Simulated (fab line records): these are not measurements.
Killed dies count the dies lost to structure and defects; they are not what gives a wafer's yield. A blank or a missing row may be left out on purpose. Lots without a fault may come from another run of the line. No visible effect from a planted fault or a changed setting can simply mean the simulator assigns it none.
Which of the tools did it? | flow n5_finfet | 24 lots, 72 wafers sampled, at 6 steps of a route of 1938

== WHAT EACH GAUGE READ, for each wafer ==
N5_BEOL_M12_INSPECT_12: inspects for defects (macro).
lot  | measured     | on                | raw_defect_count
L076 | day 10 10:13 | defect_inspect-01 | 2 1 2
L074 | day 10 10:55 | defect_inspect-01 | 1 3 3
L077 | day 10 23:32 | defect_inspect-01 | 2 0 3
L075 | day 11 00:40 | defect_inspect-02 | 1 1 3
L078 | day 11 00:47 | defect_inspect-01 | 4 2 4
L079 | day 11 20:01 | defect_inspect-02 | 2 1 1
L080 | day 12 04:15 | defect_inspect-01 | 0 0 2
L082 | day 12 13:50 | defect_inspect-01 | 1 0 1
L081 | day 12 14:38 | defect_inspect-01 | 2 3 3
L084 | day 13 05:32 | defect_inspect-02 | 4 5 2
L083 | day 13 06:25 | defect_inspect-01 | 3 5 3
L086 | day 13 13:16 | defect_inspect-01 | 2 2 2
L085 | day 13 16:43 | defect_inspect-01 | 3 3 1
L088 | day 13 22:15 | defect_inspect-02 | 3 3 4
L087 | day 13 22:25 | defect_inspect-02 | 2 1 4
L089 | day 14 09:19 | defect_inspect-02 | 0 5 2
L091 | day 14 22:34 | defect_inspect-02 | 2 2 1
L090 | day 15 01:43 | defect_inspect-02 | 2 1 2
L092 | day 15 09:10 | defect_inspect-02 | 2 1 3
L093 | day 15 20:05 | defect_inspect-01 | 0 0 1
L096 | day 16 00:20 | defect_inspect-01 | 3 3 1
L094 | day 16 06:09 | defect_inspect-02 | 0 1 3
L095 | day 16 06:19 | defect_inspect-01 | 1 2 0
L097 | day 17 02:01 | defect_inspect-02 | 0 0 1

N5_BEOL_M13_OCD_MEAS_35.
lot  | measured     | on     | trench_depth_nm (nm)
L076 | day 10 17:38 | ocd-01 | 421 409 420
L074 | day 10 20:08 | ocd-01 | 407 417 412
L077 | day 11 06:28 | ocd-02 | 411 412 404
L075 | day 11 06:46 | ocd-01 | 416 404 413
L078 | day 11 07:04 | ocd-01 | 410 409 411
L079 | day 12 01:32 | ocd-01 | 414 417 427
L080 | day 12 10:36 | ocd-01 | 420 414 424
L082 | day 12 20:14 | ocd-01 | 420 426 420
L081 | day 12 20:34 | ocd-01 | 409 414 414
L084 | day 13 12:11 | ocd-02 | 422 406 416
L083 | day 13 13:49 | ocd-02 | 408 418 408
L086 | day 13 19:23 | ocd-01 | 420 414 423
L085 | day 14 00:44 | ocd-02 | 414 404 411
L088 | day 14 05:47 | ocd-01 | 405 404 417
L087 | day 14 06:54 | ocd-01 | 419 411 415
L089 | day 14 17:58 | ocd-02 | 402 415 407
L091 | day 15 09:25 | ocd-01 | 402 409 406
L090 | day 15 09:18 | ocd-02 | 415 419 414
L092 | day 15 16:41 | ocd-02 | 409 411 404
L093 | day 16 03:52 | ocd-01 | 419 406 420
L096 | day 16 07:22 | ocd-01 | 416 420 407
L094 | day 16 13:19 | ocd-01 | 405 406 407
L095 | day 16 17:53 | ocd-01 | 421 410 410
L097 | day 17 07:52 | ocd-02 | 418 407 419

N5_BEOL_M14_CD_MEAS_17 targets a cd of 250 nm.
lot  | measured     | on        | cd_nm (nm)
L076 | day 10 22:03 | cd_sem-01 | 251.5 250.4 253.7
L074 | day 11 02:11 | cd_sem-02 | 253.2 253.2 250.2
L077 | day 11 11:06 | cd_sem-01 | 254.9 252.1 252.1
L075 | day 11 11:25 | cd_sem-02 | 251.8 251.5 254.2
L078 | day 11 15:34 | cd_sem-01 | 249.5 250.1 247.5
L079 | day 12 05:29 | cd_sem-01 | 251.7 252.1 250.9
L080 | day 12 14:38 | cd_sem-01 | 250.4 247.3 249.2
L082 | day 13 00:07 | cd_sem-03 | 252.2 247.6 253.3
L081 | day 13 04:34 | cd_sem-03 | 249.1 251.0 247.7
L084 | day 13 15:28 | cd_sem-02 | 250.0 251.2 249.3
L083 | day 13 18:05 | cd_sem-03 | 252.1 256.4 251.5
L086 | day 13 23:32 | cd_sem-02 | 251.9 250.9 253.5
L085 | day 14 06:22 | cd_sem-03 | 250.3 255.7 251.8
L088 | day 14 08:52 | cd_sem-01 | 248.9 250.4 252.1
L087 | day 14 10:25 | cd_sem-02 | 250.6 250.3 250.0
L089 | day 14 23:41 | cd_sem-02 | 250.9 251.4 248.2
L091 | day 15 16:25 | cd_sem-01 | 249.0 251.0 251.5
L090 | day 15 16:10 | cd_sem-01 | 254.3 253.1 253.2
L092 | day 15 20:06 | cd_sem-02 | 254.3 249.6 251.5
L093 | day 16 08:32 | cd_sem-03 | 253.0 248.7 247.7
L096 | day 16 14:38 | cd_sem-03 | 253.1 248.9 248.8
L094 | day 16 19:02 | cd_sem-01 | 251.6 250.6 252.4
L095 | day 16 21:37 | cd_sem-02 | 251.6 251.7 251.1
L097 | day 17 12:26 | cd_sem-01 | 253.6 250.4 253.3

== WHAT TOOL EACH LOT RAN ON (gives the tool, then ch and the chambers of the sampled wafers, and finally the start) ==
lot  | N5_BEOL_M13_STRIP_37                 | N5_BEOL_M13_ETCH_38                | N5_BEOL_M13_PRE_CLEAN_42
L076 | plasma_asher-01 ch 0,1, day 10 17:40 | rie_diel-05 ch 0,2,3, day 10 19:05 | pvd_sputter-02, day 10 19:33
L074 | plasma_asher-02 ch 0,1, day 10 20:11 | rie_diel-02 ch 1,3, day 10 22:47   | pvd_sputter-01, day 10 23:30
L077 | plasma_asher-02 ch 0,1, day 11 06:30 | rie_diel-04 ch 0,1,3, day 11 07:58 | pvd_sputter-01, day 11 08:41
L075 | plasma_asher-01 ch 0,1, day 11 06:48 | rie_diel-04 ch 1,2, day 11 08:21   | pvd_sputter-01, day 11 09:01
L078 | plasma_asher-01 ch 1, day 11 07:07   | rie_diel-05 ch 1,2, day 11 12:43   | pvd_sputter-01, day 11 13:10
L079 | plasma_asher-01 ch 0,1, day 12 01:34 | rie_diel-02 ch 0,1,2, day 12 02:14 | pvd_sputter-03, day 12 02:46
L080 | plasma_asher-02 ch 0,1, day 12 10:38 | rie_diel-02 ch 0,2,3, day 12 11:05 | pvd_sputter-02, day 12 11:39
L082 | plasma_asher-02 ch 0,1, day 12 20:17 | rie_diel-05 ch 0,1,3, day 12 20:40 | pvd_sputter-02, day 12 21:50
L081 | plasma_asher-01 ch 0,1, day 12 20:36 | rie_diel-02 ch 0,2,3, day 13 00:37 | pvd_sputter-02, day 13 02:03
L084 | plasma_asher-01 ch 0,1, day 13 12:15 | rie_diel-05 ch 1,2,3, day 13 12:19 | pvd_sputter-01, day 13 12:40
L083 | plasma_asher-02 ch 0,1, day 13 13:51 | rie_diel-05 ch 0,2,3, day 13 15:10 | pvd_sputter-01, day 13 15:43
L086 | plasma_asher-02 ch 0,1, day 13 19:25 | rie_diel-05 ch 1,2, day 13 20:35   | pvd_sputter-03, day 13 21:10
L085 | plasma_asher-01 ch 0,1, day 14 00:46 | rie_diel-02 ch 0,2,3, day 14 03:14 | pvd_sputter-02, day 14 03:34
L088 | plasma_asher-02 ch 0,1, day 14 05:49 | rie_diel-05 ch 0,1,2, day 14 06:13 | pvd_sputter-02, day 14 06:28
L087 | plasma_asher-01 ch 0,1, day 14 06:58 | rie_diel-05 ch 2,3, day 14 07:03   | pvd_sputter-03, day 14 07:17
L089 | plasma_asher-02 ch 0,1, day 14 18:01 | rie_diel-02 ch 1,2,3, day 14 20:28 | pvd_sputter-01, day 14 20:56
L091 | plasma_asher-02 ch 0,1, day 15 09:28 | rie_diel-02 ch 0,1,2, day 15 12:53 | pvd_sputter-03, day 15 13:24
L090 | plasma_asher-02 ch 0,1, day 15 09:21 | rie_diel-02 ch 0,1,2, day 15 12:43 | pvd_sputter-02, day 15 13:14
L092 | plasma_asher-02 ch 0,1, day 15 16:43 | rie_diel-05 ch 0,1, day 15 17:15   | pvd_sputter-03, day 15 17:49
L093 | plasma_asher-01 ch 0,1, day 16 03:55 | rie_diel-02 ch 1,2,3, day 16 04:08 | pvd_sputter-03, day 16 05:59
L096 | plasma_asher-01 ch 0,1, day 16 07:25 | rie_diel-04 ch 0,2,3, day 16 11:10 | pvd_sputter-01, day 16 12:02
L094 | plasma_asher-02 ch 0,1, day 16 13:21 | rie_diel-04 ch 0,1, day 16 15:38   | pvd_sputter-03, day 16 16:22
L095 | plasma_asher-01 ch 0,1, day 16 17:55 | rie_diel-04 ch 0,1,3, day 16 18:46 | pvd_sputter-02, day 16 19:20
L097 | plasma_asher-02 ch 0,1, day 17 07:54 | rie_diel-02 ch 1,2, day 17 09:05   | pvd_sputter-01, day 17 09:47
- N5_BEOL_M13_STRIP_37: strips in N2/H2.
- N5_BEOL_M13_ETCH_38: etches SiCN in CF4/N2, target depth 67.5 nm, time 71.9 s.
- N5_BEOL_M13_PRE_CLEAN_42: time 30 s.

== WHAT THE TOOLS THEMSELVES READ (means of the sampled wafers that have a number; where no wafer has one, the mark that the record gives instead) ==
N5_BEOL_M13_STRIP_37.
lot  | tool            | drypump_motor_current_A (A) | heater_power_w (W) | oes_product_au (a.u.) | temp_c (C)
L076 | plasma_asher-01 | 6.1                         | 329                | 0.776                 | 249.93
L074 | plasma_asher-02 | 5.4                         | 346                | 0.781                 | 249.93
L077 | plasma_asher-02 | 5.4                         | 320                | 0.774                 | 249.94
L075 | plasma_asher-01 | 6.2                         | 328                | 0.778                 | 250.09
L078 | plasma_asher-01 | 6.1                         | 341                | 0.789                 | 249.96
L079 | plasma_asher-01 | 6.2                         | 317                | 0.787                 | 249.83
L080 | plasma_asher-02 | 5.4                         | 340                | 0.785                 | 250.21
L082 | plasma_asher-02 | 5.3                         | 325                | 0.781                 | 250.01
L081 | plasma_asher-01 | 6.1                         | 323                | 0.780                 | 250.15
L084 | plasma_asher-01 | 6.2                         | 317                | 0.799                 | 249.77
L083 | plasma_asher-02 | 5.4                         | 340                | 0.786                 | 249.86
L086 | plasma_asher-02 | 5.4                         | 341                | 0.792                 | 250.04
L085 | plasma_asher-01 | 6.1                         | 324                | 0.786                 | 249.84
L088 | plasma_asher-02 | 5.4                         | 341                | 0.787                 | 250.13
L087 | plasma_asher-01 | 6.2                         | 318                | 0.785                 | 250.15
L089 | plasma_asher-02 | 5.3                         | 326                | 0.793                 | 249.81
L091 | plasma_asher-02 | 5.3                         | 323                | 0.780                 | 249.79
L090 | plasma_asher-02 | 5.3                         | 322                | 0.789                 | 249.83
L092 | plasma_asher-02 | 5.4                         | 338                | 0.784                 | 250.16
L093 | plasma_asher-01 | 6.1                         | 329                | 0.787                 | 250.20
L096 | plasma_asher-01 | 6.1                         | 330                | 0.788                 | 249.89
L094 | plasma_asher-02 | 5.4                         | 343                | 0.790                 | 250.20
L095 | plasma_asher-01 | 6.2                         | 315                | 0.787                 | 250.30
L097 | plasma_asher-02 | 5.4                         | 337                | 0.781                 | 250.09

N5_BEOL_M13_ETCH_38.
lot  | tool        | drypump_motor_current_A (A) | oes_product_au (a.u.) | rf_vpp_V (V) | showerhead_plenum_p_Torr (Torr) | throttle_valve_pct (%)
L076 | rie_diel-05 | 6.1                         | 0.79                  | 381.7        | 2.18                            | 15.39
L074 | rie_diel-02 | 6.4                         | 0.79                  | 381.6        | 2.19                            | 15.52
L077 | rie_diel-04 | 5.4                         | 0.92                  | 383.8        | 2.28                            | 15.15
L075 | rie_diel-04 | 5.6                         | 0.77                  | 383.1        | 2.26                            | 15.38
L078 | rie_diel-05 | 6.2                         | 0.82                  | 380.7        | 2.15                            | 15.40
L079 | rie_diel-02 | 6.0                         | 0.88                  | 383.9        | 2.24                            | 15.39
L080 | rie_diel-02 | 6.1                         | 0.83                  | 383.3        | 2.25                            | 15.49
L082 | rie_diel-05 | 5.8                         | 0.74                  | 381.4        | 2.17                            | 15.42
L081 | rie_diel-02 | 6.1                         | 0.82                  | 382.9        | 2.25                            | 15.49
L084 | rie_diel-05 | 6.1                         | 0.78                  | 380.9        | 2.13                            | 15.42
L083 | rie_diel-05 | 6.1                         | 0.76                  | 382.5        | 2.18                            | 15.43
L086 | rie_diel-05 | 5.9                         | 0.78                  | 380.4        | 2.13                            | 15.41
L085 | rie_diel-02 | 6.0                         | 0.81                  | 383.2        | 2.24                            | 15.51
L088 | rie_diel-05 | 5.8                         | 0.75                  | 381.5        | 2.18                            | 15.45
L087 | rie_diel-05 | 6.4                         | 0.82                  | 381.0        | 2.14                            | 15.44
L089 | rie_diel-02 | 6.4                         | 0.77                  | 381.1        | 2.19                            | 15.60
L091 | rie_diel-02 | 6.0                         | 0.84                  | 383.4        | 2.23                            | 15.44
L090 | rie_diel-02 | 6.0                         | 0.84                  | 382.8        | 2.23                            | 15.43
L092 | rie_diel-05 | 5.5                         | 0.81                  | 380.4        | 2.16                            | 15.30
L093 | rie_diel-02 | 6.5                         | 0.76                  | 382.6        | 2.19                            | 15.63
L096 | rie_diel-04 | 5.5                         | 0.88                  | 383.5        | 2.27                            | 15.22
L094 | rie_diel-04 | 5.4                         | 0.86                  | 383.7        | 2.25                            | 15.22
L095 | rie_diel-04 | 5.4                         | 0.85                  | 383.9        | 2.27                            | 15.22
L097 | rie_diel-02 | 6.5                         | 0.77                  | 382.0        | 2.19                            | 15.68

N5_BEOL_M13_PRE_CLEAN_42.
lot  | tool           | heater_power_w (W)
L076 | pvd_sputter-02 | 346
L074 | pvd_sputter-01 | 330
L077 | pvd_sputter-01 | 326
L075 | pvd_sputter-01 | 330
L078 | pvd_sputter-01 | 366
L079 | pvd_sputter-03 | 315
L080 | pvd_sputter-02 | 326
L082 | pvd_sputter-02 | 348
L081 | pvd_sputter-02 | 329
L084 | pvd_sputter-01 | 335
L083 | pvd_sputter-01 | 313
L086 | pvd_sputter-03 | 319
L085 | pvd_sputter-02 | 339
L088 | pvd_sputter-02 | 337
L087 | pvd_sputter-03 | 334
L089 | pvd_sputter-01 | 318
L091 | pvd_sputter-03 | 332
L090 | pvd_sputter-02 | 339
L092 | pvd_sputter-03 | 315
L093 | pvd_sputter-03 | 329
L096 | pvd_sputter-01 | 346
L094 | pvd_sputter-03 | 320
L095 | pvd_sputter-02 | 339
L097 | pvd_sputter-01 | 367

== THE ANSWER, worked out from the rows above alone ==
Rule: usual is defined by the lots themselves. Put in order of their means at a reading, lots are off if they are a third of the lots or fewer, leave a main group of 4 or more, and stand apart from it by a gap of 3 or more times the standard deviation of the main group's means; of several such gaps the widest counts. A main group is skipped when, at the precision printed for the reading in the tables above, its means are all equal. Also off: a lot with no number at a reading for which 4 or more lots have one. Any other lot the step has rows for is counted as sound. First the gauges in route order, then the tools' own readings, where a lot's mean is used as printed above. The first step at which some lot is off is used, and at that step the reading that is off furthest; a lot without a number counts as furthest.
Nothing can be told from this: no lot is off at any reading shown.

== WHAT THE SIMULATOR PUT IN ==
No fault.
